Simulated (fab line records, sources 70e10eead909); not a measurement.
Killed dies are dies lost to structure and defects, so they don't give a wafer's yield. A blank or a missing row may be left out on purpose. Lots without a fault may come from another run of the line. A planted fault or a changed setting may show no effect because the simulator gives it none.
Chamber matching | flow nand_harc | NHARC_A_CONTACT_DEP_85 on pecvd-03: 3 sister chambers
The step deposits SiON, target thk 60 nm. 6 wafers are shown with their chamber, then 10 later ones without.

WAFERS WITH THEIR CHAMBER
wafer  | chamber | susceptor_temp_C (C) | heater_power_w (W)
L083.5 | 2       | 400.11               | 864
L086.2 | 1       | 399.90               | 724
L086.4 | 0       | 400.18               | 846
L086.6 | 2       | 400.33               | 808
L089.2 | 1       | 399.88               | 810
L089.4 | 0       | 400.32               | 794

WAFERS WITHOUT THEIR CHAMBER
wafer  | susceptor_temp_C (C) | heater_power_w (W)
L089.5 | 400.05               | 822
L091.2 | 400.04               | 813
L091.3 | 400.08               | 766
L091.6 | 399.77               | 860
L094.1 | 399.85               | 853
L094.4 | 400.26               | 840
L094.5 | 400.46               | 731
L097.1 | 400.05               | 798
L097.3 | 399.94               | 700
L097.4 | 399.87               | 705

WHICH CHAMBER EACH WENT THROUGH
wafer  | from the rows above          | in truth
L089.5 | can't be placed: 2 or 0 or 1 | 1
L091.2 | can't be placed: 1 or 2 or 0 | 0
L091.3 | can't be placed: 1 or 0 or 2 | 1
L091.6 | can't be placed: 1 or 2      | 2
L094.1 | can't be placed: 1 or 2 or 0 | 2
L094.4 | can't be placed: 2 or 0      | 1
L094.5 | can't be placed: 0 or 2      | 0
L097.1 | can't be placed: 1 or 2 or 0 | 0
L097.3 | 1                            | 1
L097.4 | 1                            | 1
Placed correctly: 2 of 10. Can't be placed from these rows: 8 (the true chamber is among the candidates in 7). Placed wrongly: 0.
How it was worked out, from the rows above alone: a wafer's distance from a chamber is the root of the sum, over the readings, of the square of ((its reading less the chamber's mean) divided by the reading's scatter). The wafer belongs to the nearest chamber; if the next one is less than 2 further off, it can't be placed. A chamber's mean is the mean of its shown wafers. The scatter: the root of (the sum of the squares of (reading less its chamber's mean) over the shown wafers, divided by (wafers less chambers)).
